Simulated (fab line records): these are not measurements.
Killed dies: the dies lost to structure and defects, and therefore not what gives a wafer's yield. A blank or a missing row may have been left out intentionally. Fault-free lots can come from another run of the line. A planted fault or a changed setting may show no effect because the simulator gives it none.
fab line records | flow n5Finfet
record: lots: 24 wafers: 72 lastDay: 18
route steps=1938 shown BEOL_M2@929 BEOL_M3@946 BEOL_M4@1021
lots that met no fault: from a run of the same line without faults
startH: hours from the record's first day to the start of the lot's first wafer shown | waitH: hours from the lot's prior step to this one | " as in the row above | L1.1+2: one row covering several wafers at once | - either no value or no given start | * or withheld: withheld | < > ~ a bound
route shown NAME@n: a module of which the file shows steps, and the number in the route of the first | usual: mean and standard deviation over wafers with no fault | same: alike in all rows | chamber/n: place in a boat | sites: each site's reading | _std_site: how widely they spread, as a standard deviation | _edge_site: outer sites' mean less inner sites' | radiusMm: for every site, how far away it sits from the centre of the wafer | mask NAME#n: copy n | behind: the last tool/chamber to shape the wafer | hold: why the lot went on hold/how many hours it stayed there/how the hold came to an end | device: which transistor (n, p or np) failed to switch | end of line: tests of these same wafers at the route's end | a step given without rows: its recipe and nothing more | killed: at the first sort, the dies lost to defects and structure; wafer yield is something else | map: the dies of a wafer, with x for killed, . for not killed, _ for no die there
set.NAME: the setting the step ran with; set.NAME@STEP: the setting that earlier step ran with | model.NAME: the simulator's own value behind a step, which no gauge read
a sample of lots followed through the steps of the route, with each step as a table and each wafer as a row
services: a tool's chamber out of use, with start hour (startH, from the record's first day; less than 0 if before it), hours out, and reason
== steps ==
step: N5_BEOL_M2_RS_MEAS_58
recipe: thkMeasGauge: four-point-probe reads: Co_of_BEOL_M2_CO_CAP_55+Cu_of_BEOL_M2_ECD_50+Co_of_BEOL_M2_CVD_47+TaN_of_BEOL_M2_ALD_84
usual: M2_RS: 0.675/0.029
columns lot.wafer tool chamber startH waitH M2_RS[ohm/sq]
L074.1 filmMetro-02 - 143.70 0.0 0.671
L074.4 " - " " 0.670
L074.5 " - " " 0.695
L075.2 filmMetro-01 - 146.95 0.1 0.673
L075.4 " - " " 0.665
L075.6 " - " " 0.691
L076.1 filmMetro-01 - 153.93 0.0 0.681
L076.2 " - " " 0.709
L076.4 " - " " 0.706
L077.1 filmMetro-01 - 160.14 0.0 0.638
L077.2 " - " " 0.617
L077.5 " - " " 0.628
L078.2 filmMetro-01 - 171.24 0.1 0.658
L078.4 " - " " 0.703
L078.6 " - " " 0.674
L079.3 filmMetro-01 - 171.69 0.1 0.650
L079.4 " - " " 0.660
L079.6 " - " " 0.631
L080.3 filmMetro-01 - 180.00 0.1 0.709
L080.5 " - " " 0.704
L080.6 " - " " 0.709
L081.2 filmMetro-02 - 188.76 0.1 0.722
L081.3 " - " " 0.676
L081.4 " - " " 0.711
L082.2 filmMetro-01 - 196.37 0.1 0.693
L082.4 " - " " 0.689
L082.6 " - " " 0.726
L083.1 filmMetro-01 - 197.61 0.0 0.648
L083.2 " - " " 0.645
L083.3 " - " " 0.627
L084.2 filmMetro-02 - 207.37 0.1 0.710
L084.4 " - " " 0.679
L084.5 " - " " 0.700
L085.1 filmMetro-01 - 213.32 0.0 0.755
L085.3 " - " " 0.719
L085.5 " - " " 0.718
L086.2 filmMetro-02 - 220.17 0.1 0.689
L086.3 " - " " 0.679
L086.6 " - " " 0.703
L087.1 filmMetro-02 - 220.71 0.1 0.669
L087.3 " - " " 0.692
L087.6 " - " " 0.705
L089.1 filmMetro-01 - 232.99 0.0 0.660
L089.5 " - " " 0.643
L089.6 " - " " 0.644
L088.1 filmMetro-01 - 236.77 0.0 0.675
L088.4 " - " " 0.654
L088.6 " - " " 0.648
L090.1 filmMetro-01 - 238.30 0.0 0.717
L090.3 " - " " 0.699
L090.4 " - " " 0.658
L093.1 filmMetro-02 - 255.71 0.0 0.678
L093.3 " - " " 0.685
L093.4 " - " " 0.698
L091.2 filmMetro-01 - 259.78 0.1 0.682
L091.5 " - " " 0.656
L091.6 " - " " 0.674
L092.1 filmMetro-01 - 260.78 0.0 0.631
L092.2 " - " " 0.651
L092.4 " - " " 0.663
L094.1 filmMetro-01 - 262.04 0.0 0.676
L094.5 " - " " 0.679
L094.6 " - " " 0.664
L095.3 filmMetro-02 - 266.29 0.1 0.669
L095.4 " - " " 0.667
L095.6 " - " " 0.666
L096.1 filmMetro-01 - 279.10 0.1 0.638
L096.4 " - " " 0.648
L096.5 " - " " 0.629
L097.1 filmMetro-02 - 302.48 0.1 0.664
L097.3 " - " " 0.653
L097.5 " - " " 0.677
step: N5_BEOL_M3_INSPECT_13
recipe: mode: adi inspectInstrument: brightfield
usual: rawDefectCount: 408/89
columns lot.wafer tool chamber startH waitH rawDefectCount
L074.1 defectInspect-01 - 144.42 0.1 454
L074.4 " - " " 384
L074.5 " - " " 349
L075.2 defectInspect-02 - 148.69 0.0 377
L075.4 " - " " 278
L075.6 " - " " 464
L076.1 defectInspect-02 - 154.64 0.1 351
L076.2 " - " " 377
L076.4 " - " " 457
L077.1 defectInspect-02 - 161.34 0.1 457
L077.2 " - " " 427
L077.5 " - " " 476
L078.2 defectInspect-01 - 172.57 0.0 278
L078.4 " - " " 310
L078.6 " - " " 315
L079.3 defectInspect-02 - 172.65 0.0 409
L079.4 " - " " 403
L079.6 " - " " 473
L080.3 defectInspect-01 - 180.81 0.0 358
L080.5 " - " " 486
L080.6 " - " " 357
L081.2 defectInspect-01 - 190.35 0.0 309
L081.3 " - " " 424
L081.4 " - " " 541
L082.2 defectInspect-02 - 197.56 0.0 407
L082.4 " - " " 460
L082.6 " - " " 477
L083.1 defectInspect-02 - 198.88 0.1 436
L083.2 " - " " 413
L083.3 " - " " 388
L084.2 defectInspect-02 - 209.13 0.0 287
L084.4 " - " " 283
L084.5 " - " " 405
L085.1 defectInspect-01 - 214.77 0.1 337
L085.3 " - " " 454
L085.5 " - " " 436
L086.2 defectInspect-02 - 220.87 0.0 425
L086.3 " - " " 452
L086.6 " - " " 352
L087.1 defectInspect-01 - 221.42 0.1 435
L087.3 " - " " 442
L087.6 " - " " 370
L089.1 defectInspect-02 - 234.35 0.1 330
L089.5 " - " " 375
L089.6 " - " " 368
L088.1 defectInspect-01 - 239.83 0.1 420
L088.4 " - " " 483
L088.6 " - " " 404
L090.1 defectInspect-02 - 240.14 0.1 454
L090.3 " - " " 511
L090.4 " - " " 358
L093.1 defectInspect-02 - 256.52 0.1 426
L093.3 " - " " 406
L093.4 " - " " 313
L091.2 defectInspect-01 - 260.72 0.0 463
L091.5 " - " " 470
L091.6 " - " " 389
L092.1 defectInspect-01 - 261.50 0.1 439
L092.2 " - " " 425
L092.4 " - " " 452
L094.1 defectInspect-01 - 263.30 0.1 721
L094.5 " - " " 588
L094.6 " - " " 558
L095.3 defectInspect-01 - 267.25 0.0 646
L095.4 " - " " 460
L095.6 " - " " 528
L096.1 defectInspect-02 - 280.16 0.1 353
L096.4 " - " " 549
L096.5 " - " " 292
L097.1 defectInspect-01 - 303.72 0.1 376
L097.3 " - " " 296
L097.5 " - " " 243
step: N5_BEOL_M3_SPUTTER_81
recipe: material: Cu targetThkA: 45 tempC: -20 chamberPressurePa: 0.07 powerW: withheld timeS: 8.29
usual: susceptorTempC: -20.02/0.1 throttleValvePct: 29.9/0.79
columns lot.wafer tool chamber startH waitH susceptorTempC throttleValvePct
L074.1 pvdSputter-01 - 149.29 0.1 -20.02 30.2
L074.4 " - " " -19.97 29.3
L074.5 " - " " -19.96 31.0
L075.2 pvdSputter-03 - 152.41 0.1 -20.00 29.0
L075.4 " - " " -20.15 29.5
L075.6 " - " " -20.11 29.5
L076.1 pvdSputter-02 - 161.05 0.1 -19.95 28.8
L076.2 " - " " -19.88 29.4
L076.4 " - " " -20.04 28.5
L077.1 pvdSputter-02 - 164.85 0.1 -19.94 29.1
L077.2 " - " " -20.04 31.4
L077.5 " - " " -19.99 28.6
L078.2 pvdSputter-01 - 177.34 0.1 -20.21 29.6
L078.4 " - " " -19.83 31.2
L078.6 " - " " -20.15 29.5
L079.3 pvdSputter-03 - 177.57 0.1 -19.74 29.6
L079.4 " - " " -20.09 30.3
L079.6 " - " " -19.97 29.3
L080.3 pvdSputter-03 - 183.81 0.1 -19.80 29.2
L080.5 " - " " -19.96 29.5
L080.6 " - " " -20.08 30.8
L081.2 pvdSputter-01 - 193.90 0.1 -19.86 31.0
L081.3 " - " " -19.94 29.9
L081.4 " - " " -19.89 29.3
L082.2 pvdSputter-03 - 200.80 0.1 -19.95 29.6
L082.4 " - " " -20.15 28.6
L082.6 " - " " -19.98 30.7
L083.1 pvdSputter-03 - 202.84 0.1 -20.14 29.6
L083.2 " - " " -20.18 29.4
L083.3 " - " " -20.24 29.7
L084.2 pvdSputter-01 - 212.47 0.1 -20.01 30.9
L084.4 " - " " -20.05 30.3
L084.5 " - " " -20.09 30.2
L085.1 pvdSputter-01 - 218.55 0.1 -20.05 30.3
L085.3 " - " " -20.00 31.2
L085.5 " - " " -20.02 31.3
L086.2 pvdSputter-03 - 226.23 0.1 -20.00 29.5
L086.3 " - " " -19.99 29.0
L086.6 " - " " -19.98 30.6
L087.1 pvdSputter-03 - 228.69 0.1 -20.00 29.6
L087.3 " - " " -19.87 30.3
L087.6 " - " " -20.08 29.7
L089.1 pvdSputter-03 - 238.12 0.1 -20.01 29.3
L089.5 " - " " -20.20 30.6
L089.6 " - " " -20.06 29.0
L088.1 pvdSputter-01 - 244.29 0.1 -20.05 29.6
L088.4 " - " " -20.03 31.0
L088.6 " - " " -19.97 30.8
L090.1 pvdSputter-02 - 244.69 0.1 -20.00 28.6
L090.3 " - " " -20.04 30.1
L090.4 " - " " -20.15 29.4
L093.1 pvdSputter-02 - 260.66 0.1 -19.86 31.3
L093.3 " - " " -20.06 30.3
L093.4 " - " " -19.99 28.6
L091.2 pvdSputter-03 - 264.32 0.1 -20.09 30.4
L091.5 " - " " -20.07 29.5
L091.6 " - " " -20.04 30.9
L092.1 pvdSputter-03 - 266.44 0.1 -20.06 30.5
L092.2 " - " " -19.88 29.7
L092.4 " - " " -20.12 29.1
L094.1 pvdSputter-02 - 267.25 0.1 -20.12 30.0
L094.5 " - " " -19.96 31.4
L094.6 " - " " -19.86 30.3
L095.3 pvdSputter-02 - 273.31 0.1 -20.06 28.9
L095.4 " - " " -20.03 30.0
L095.6 " - " " -20.01 31.2
L096.1 pvdSputter-02 - 288.22 0.1 -19.95 28.7
L096.4 " - " " -20.09 31.2
L096.5 " - " " -19.99 29.1
L097.1 pvdSputter-02 - 307.60 0.1 -19.95 29.3
L097.3 " - " " -20.18 28.6
L097.5 " - " " -19.97 29.3
step: N5_BEOL_M3_SPUTTER_90
recipe: material: Cu targetThkA: 45 tempC: -20 chamberPressurePa: 0.07 powerW: withheld timeS: 8.29
usual: susceptorTempC: -20.00/0.12 throttleValvePct: 29.9/0.76
columns lot.wafer tool chamber startH waitH susceptorTempC throttleValvePct
L074.1 pvdSputter-01 - 149.95 0.1 -19.92 30.1
L074.4 " - " " -19.97 29.7
L074.5 " - " " -19.90 31.2
L075.2 pvdSputter-03 - 153.07 0.1 -20.12 29.4
L075.4 " - " " -20.07 29.6
L075.6 " - " " -20.01 29.5
L076.1 pvdSputter-02 - 161.71 0.1 -20.16 28.4
L076.2 " - " " -20.01 29.1
L076.4 " - " " -20.08 28.8
L077.1 pvdSputter-02 - 165.51 0.1 -19.97 29.2
L077.2 " - " " -20.02 31.4
L077.5 " - " " -19.97 28.7
L078.2 pvdSputter-01 - 178.00 0.1 -20.19 29.6
L078.4 " - " " -20.10 31.0
L078.6 " - " " -20.14 29.7
L079.3 pvdSputter-03 - 178.23 0.1 -19.93 29.5
L079.4 " - " " -20.14 30.3
L079.6 " - " " -20.07 29.0
L080.3 pvdSputter-03 - 184.47 0.1 -19.83 29.5
L080.5 " - " " -20.03 30.0
L080.6 " - " " -20.35 30.5
L081.2 pvdSputter-01 - 194.56 0.1 -20.05 31.1
L081.3 " - " " -19.85 29.9
L081.4 " - " " -20.02 29.4
L082.2 pvdSputter-03 - 201.46 0.1 -20.05 29.6
L082.4 " - " " -20.09 29.2
L082.6 " - " " -19.91 30.4
L083.1 pvdSputter-03 - 203.50 0.1 -20.05 29.3
L083.2 " - " " -19.87 29.5
L083.3 " - " " -20.03 29.7
L084.2 pvdSputter-01 - 213.13 0.1 -19.96 30.7
L084.4 " - " " -20.07 29.8
L084.5 " - " " -20.05 30.4
L085.1 pvdSputter-01 - 219.21 0.1 -20.07 30.2
L085.3 " - " " -19.99 30.9
L085.5 " - " " -20.02 31.1
L086.2 pvdSputter-03 - 226.89 0.1 -20.00 29.5
L086.3 " - " " -19.90 29.3
L086.6 " - " " -20.12 30.4
L087.1 pvdSputter-03 - 229.35 0.1 -20.24 29.6
L087.3 " - " " -20.08 30.6
L087.6 " - " " -20.13 29.5
L089.1 pvdSputter-03 - 238.82 0.1 -19.99 29.5
L089.5 " - " " -19.96 30.3
L089.6 " - " " -19.86 29.2
L088.1 pvdSputter-01 - 244.95 0.1 -20.02 29.6
L088.4 " - " " -20.16 30.7
L088.6 " - " " -20.15 30.9
L090.1 pvdSputter-02 - 245.35 0.1 -19.95 28.6
L090.3 " - " " -19.95 30.0
L090.4 " - " " -20.13 29.5
L093.1 pvdSputter-02 - 261.32 0.1 -20.25 31.2
L093.3 " - " " -19.88 29.9
L093.4 " - " " -20.17 28.3
L091.2 pvdSputter-03 - 264.98 0.1 -19.83 30.5
L091.5 " - " " -20.07 29.6
L091.6 " - " " -19.85 30.6
L092.1 pvdSputter-03 - 267.10 0.1 -19.85 30.4
L092.2 " - " " -20.05 29.6
L092.4 " - " " -19.85 29.1
L094.1 pvdSputter-02 - 267.91 0.1 -20.05 30.3
L094.5 " - " " -19.93 31.2
L094.6 " - " " -20.05 30.0
L095.3 pvdSputter-02 - 273.97 0.1 -20.09 28.7
L095.4 " - " " -20.05 30.2
L095.6 " - " " -19.96 31.4
L096.1 pvdSputter-02 - 288.88 0.1 -20.01 28.8
L096.4 " - " " -20.26 31.5
L096.5 " - " " -19.92 28.9
L097.1 pvdSputter-02 - 308.26 0.1 -20.14 29.1
L097.3 " - " " -20.13 28.9
L097.5 " - " " -20.14 29.2
step: N5_BEOL_M3_ANNEAL_51
recipe: tempC: 225 timeS: 90 ambient: N2
usual: wafer_temp_C_max: 225.61/0.21
columns lot.wafer tool chamber startH waitH wafer_temp_C_max
L074.1 rtpAnneal-02 0 152.35 1.6 225.82
L074.4 " 0 " " 226.16
L074.5 " 0 " " 225.86
L075.2 rtpAnneal-02 0 156.69 2.8 226.05
L075.4 " 0 " " 225.72
L075.6 " 0 " " 225.67
L076.1 rtpAnneal-02 0 166.30 3.8 225.79
L076.2 " 0 " " 225.76
L076.4 " 0 " " 225.78
L077.1 rtpAnneal-02 0 169.99 3.7 225.68
L077.2 " 0 " " 225.49
L077.5 " 0 " " 225.83
L078.2 rtpAnneal-02 0 181.50 2.7 225.50
L078.4 " 0 " " 225.69
L078.6 " 0 " " 225.53
L079.3 rtpAnneal-02 0 181.99 2.9 225.51
L079.4 " 0 " " 225.84
L079.6 " 0 " " 225.71
L080.3 rtpAnneal-02 0 188.89 3.6 226.17
L080.5 " 0 " " 225.65
L080.6 " 0 " " 225.48
L081.2 rtpAnneal-02 0 198.42 3.1 225.54
L081.3 " 0 " " 225.42
L081.4 " 0 " " 225.73
L082.2 rtpAnneal-02 0 205.95 3.7 225.80
L082.4 " 0 " " 225.72
L082.6 " 0 " " 225.73
L083.1 rtpAnneal-02 0 206.71 2.4 225.87
L083.2 " 0 " " 225.66
L083.3 " 0 " " 225.49
L084.2 rtpAnneal-02 0 217.77 3.8 225.76
L084.4 " 0 " " 225.69
L084.5 " 0 " " 225.63
L085.1 rtpAnneal-02 0 222.64 2.6 225.65
L085.3 " 0 " " 225.33
L085.5 " 0 " " 225.42
L086.2 rtpAnneal-02 0 228.04 0.3 225.55
L086.3 " 0 " " 225.96
L086.6 " 0 " " 225.86
L087.1 rtpAnneal-02 0 230.27 0.1 225.70
L087.3 " 0 " " 225.78
L087.6 " 0 " " 225.54
L089.1 rtpAnneal-01 0 239.67 0.1 225.82
L089.5 " 0 " " 225.47
L089.6 " 0 " " 225.65
L088.1 rtpAnneal-01 0 245.81 0.1 225.59
L088.4 " 0 " " 225.25
L088.6 " 0 " " 225.68
L090.1 rtpAnneal-02 0 246.20 0.1 225.81
L090.3 " 0 " " 225.40
L090.4 " 0 " " 225.62
L093.1 rtpAnneal-01 0 265.11 3.0 225.46
L093.3 " 0 " " 225.43
L093.4 " 0 " " 225.32
L091.2 rtpAnneal-01 0 266.42 0.6 225.64
L091.5 " 0 " " 225.30
L091.6 " 0 " " 225.32
L092.1 rtpAnneal-02 0 267.96 0.1 225.80
L092.2 " 0 " " 225.82
L092.4 " 0 " " 225.74
L094.1 rtpAnneal-01 0 268.78 0.1 225.41
L094.5 " 0 " " 225.11
L094.6 " 0 " " 225.53
L095.3 rtpAnneal-02 0 274.93 0.1 225.88
L095.4 " 0 " " 225.79
L095.6 " 0 " " 225.99
L096.1 rtpAnneal-01 0 289.73 0.1 225.25
L096.4 " 0 " " 225.20
L096.5 " 0 " " 225.36
L097.1 rtpAnneal-01 0 309.11 0.1 225.49
L097.3 " 0 " " 225.24
L097.5 " 0 " " 225.46
step: N5_BEOL_M4_ILD_DEP_00
recipe: material: SiOC targetThkA: 790 tempC: 350 precursor: DEMS/O2 pressureTorr: 5 rfW: 500 timeS: 15.3
usual: heaterPowerW: 476/110 showerheadPlenumPTorr: 5.691/0.019 susceptorTempC: 350.00/0.2 throttleValvePct: 11.5/0.72
columns lot.wafer tool chamber startH waitH heaterPowerW showerheadPlenumPTorr susceptorTempC throttleValvePct
L074.1 pecvd-01 0 153.30 0.0 576 5.702 350.42 13.2
L074.4 " 0 " " 573 5.700 350.12 13.1
L074.5 " 0 " " 594 5.698 350.35 13.2
L075.2 pecvd-04 0 157.56 0.0 354 5.691 349.52 11.4
L075.4 " 2 " " 592 5.719 349.92 11.9
L075.6 " 0 " " 376 5.682 349.29 11.3
L076.1 pecvd-02 2 167.22 0.0 494 5.699 350.14 10.7
L076.2 " 0 " " 459 5.681 350.01 11.4
L076.4 " 2 " " 492 5.699 350.08 11.0
L077.1 pecvd-04 0 170.92 0.0 387 5.688 350.11 11.3
L077.2 " 2 " " 517 5.722 349.99 11.9
L077.5 " 0 " " 385 5.684 350.14 11.3
L078.2 pecvd-04 0 182.37 0.0 366 5.686 350.40 11.3
L078.4 " 0 " " 373 5.694 350.03 11.4
L078.6 " 2 " " 598 5.720 349.81 12.1
L079.3 pecvd-01 0 182.88 0.0 584 5.696 350.13 13.2
L079.4 " 1 " " 506 5.696 350.05 11.4
L079.6 " 0 " " 595 5.700 350.30 13.0
L080.3 pecvd-04 1 189.77 0.0 310 5.680 349.95 12.1
L080.5 " 1 " " 310 5.657 350.00 12.0
L080.6 " 0 " " 407 5.666 349.84 11.6
L081.2 pecvd-02 0 199.34 0.0 449 5.683 349.81 11.3
L081.3 " 1 " " 418 5.681 350.21 11.0
L081.4 " 2 " " 596 5.698 350.10 10.9
L082.2 pecvd-01 0 207.13 0.0 567 5.692 350.01 13.0
L082.4 " 1 " " 485 5.683 350.06 11.3
L082.6 " 2 " " 641 5.701 350.12 11.5
L083.1 pecvd-02 0 207.64 0.0 493 5.690 350.08 11.7
L083.2 " 2 " " 499 5.704 350.15 10.8
L083.3 " 1 " " 387 5.669 350.07 11.2
L084.2 pecvd-04 0 218.64 0.0 374 5.669 349.79 11.5
L084.4 " 0 " " 360 5.673 349.80 11.5
L084.5 " 0 " " 357 5.684 349.70 11.4
L085.1 pecvd-01 2 223.56 0.0 627 5.688 349.94 11.3
L085.3 " 0 " " 574 5.703 350.34 12.9
L085.5 " 2 " " 632 5.705 350.22 11.5
L086.2 pecvd-02 2 228.93 0.0 513 5.696 350.25 10.9
L086.3 " 1 " " 472 5.677 350.06 10.9
L086.6 " 2 " " 532 5.703 350.02 11.2
L087.1 pecvd-02 2 232.94 0.0 587 5.707 349.94 10.8
L087.3 " 1 " " 402 5.669 350.25 11.2
L087.6 " 2 " " 590 5.703 350.04 10.9
L089.1 pecvd-04 0 240.59 0.0 371 5.674 350.13 11.4
L089.5 " 0 " " 358 5.688 350.02 11.3
L089.6 " 1 " " 282 5.670 349.98 12.1
L088.1 pecvd-04 2 246.74 0.0 620 5.728 349.97 10.4
L088.4 " 1 " " 328 5.665 349.90 12.3
L088.6 " 0 " " 360 5.687 350.07 11.5
L090.1 pecvd-04 1 247.12 0.0 353 5.676 349.91 12.3
L090.3 " 2 " " 629 5.720 349.79 10.6
L090.4 " 1 " " 276 5.666 349.96 12.0
L093.1 pecvd-01 2 266.12 0.0 624 5.706 349.85 11.5
L093.3 " 1 " " 510 5.691 350.18 11.6
L093.4 " 1 " " 529 5.670 350.25 11.7
L091.2 pecvd-04 2 267.29 0.0 569 5.713 350.09 10.3
L091.5 " 1 " " 305 5.662 349.95 12.0
L091.6 " 2 " " 564 5.716 349.91 10.4
L092.1 pecvd-04 2 268.87 0.0 620 5.709 349.94 10.5
L092.2 " 1 " " 328 5.661 349.86 11.8
L092.4 " 2 " " 627 5.723 349.88 10.4
L094.1 pecvd-01 0 269.69 0.0 593 5.706 350.38 13.3
L094.5 " 0 " " 595 5.696 350.03 13.2
L094.6 " 2 " " 592 5.707 350.10 11.5
L095.3 pecvd-04 2 275.78 0.1 581 5.716 350.06 10.3
L095.4 " 1 " " 284 5.670 349.92 11.9
L095.6 " 2 " " 607 5.714 350.16 10.1
L096.1 pecvd-02 1 290.65 0.0 469 5.673 349.74 11.2
L096.4 " 1 " " 471 5.680 349.73 11.1
L096.5 " 0 " " 490 5.673 350.04 11.1
L097.1 pecvd-04 2 310.04 0.0 621 5.716 350.51 10.3
L097.3 " 1 " " 325 5.665 349.74 12.0
L097.5 " 1 " " 324 5.654 349.72 11.8
== services ==
columns tool chamber startH hours kind
rtpAnneal-01 - 133.46 101.8 pm
pecvd-01 1 148.27 5.6 repair
pecvd-02 1 165.64 2.1 scheduledDown
pecvd-04 - 177.19 2.8 pm
pecvd-04 - 194.54 2.1 repair
pecvd-04 2 202.38 - clean
pecvd-04 2 202.38 - consumableReplace:showerhead
pecvd-04 2 202.38 29.0 scheduledDown
pecvd-04 2 202.38 29.0 ventCycle
pecvd-01 1 228.15 2.1 scheduledDown
pecvd-04 0 258.64 22.5 repair
rtpAnneal-02 - 260.73 4.3 pm
pecvd-02 2 274.35 22.4 repair
pecvd-04 0 281.17 2.1 scheduledDown
pecvd-01 1 284.50 5.5 scheduledDown
pvdSputter-03 - 285.89 3.8 repair
rtpAnneal-02 - 293.34 3.0 pm
pecvd-04 0 298.85 17.7 repair
pecvd-02 0 303.38 4.9 repair
== key ==
fault none
